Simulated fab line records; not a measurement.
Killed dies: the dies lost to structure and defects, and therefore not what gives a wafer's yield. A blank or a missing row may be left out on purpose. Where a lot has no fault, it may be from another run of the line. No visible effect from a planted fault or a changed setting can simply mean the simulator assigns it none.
Chamber matching :: flow nandHarc :: 4 sister chambers for NHARC_A_CHANNEL_FILL_D1_ETCHBACK_20 on rieDiel-09
The step etches the open film in C4F8/O2/Ar, target depth 27 nm, time 13.5 s. 4 wafers are shown with their chamber, then 12 later ones without.

EACH WAFER AND ITS CHAMBER
wafer: L090.2
chamber: 1
rfVppV (V): 984

wafer: L092.1
chamber: 2
rfVppV (V): 976

wafer: L092.3
chamber: 3
rfVppV (V): 973

wafer: L092.5
chamber: 0
rfVppV (V): 970

WAFERS WITHOUT THEIR CHAMBER
wafer: L095.1
rfVppV (V): 973

wafer: L095.4
rfVppV (V): 985

wafer: L095.5
rfVppV (V): 969

wafer: L096.1
rfVppV (V): 974

wafer: L096.2
rfVppV (V): 986

wafer: L096.3
rfVppV (V): 972

wafer: L096.4
rfVppV (V): 972

wafer: L096.5
rfVppV (V): 975

wafer: L096.6
rfVppV (V): 985

wafer: L097.1
rfVppV (V): 985

wafer: L097.3
rfVppV (V): 969

wafer: L097.4
rfVppV (V): 974

CHAMBER TAKEN BY EACH
wafer: L095.1
from the rows above: 3
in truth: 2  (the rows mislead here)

wafer: L095.4
from the rows above: 1
in truth: 1

wafer: L095.5
from the rows above: 0
in truth: 0

wafer: L096.1
from the rows above: can't be placed: 3 or 2
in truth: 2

wafer: L096.2
from the rows above: 1
in truth: 1

wafer: L096.3
from the rows above: can't be placed: 3 or 0
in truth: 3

wafer: L096.4
from the rows above: can't be placed: 3 or 0
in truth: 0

wafer: L096.5
from the rows above: can't be placed: 2 or 3
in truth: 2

wafer: L096.6
from the rows above: 1
in truth: 1

wafer: L097.1
from the rows above: 1
in truth: 1

wafer: L097.3
from the rows above: 0
in truth: 0

wafer: L097.4
from the rows above: can't be placed: 3 or 2
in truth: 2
Correct placement for 6 of the 12. These rows do not allow placing 5 (true chamber among the candidates in 5). Placed wrongly: 1.
How it was worked out, from the rows above alone: a wafer's distance from a chamber is the root of the sum, over the readings, of the square of ((its reading less the chamber's mean) divided by the reading's scatter). The wafer belongs to the nearest chamber; if the next one is less than 2 further off, it can't be placed. The mean given for a chamber averages the wafers shown for that chamber. The scatter: with one shown wafer a chamber, the root of the mean of the squares of how far each hidden wafer lies from its nearest shown one.
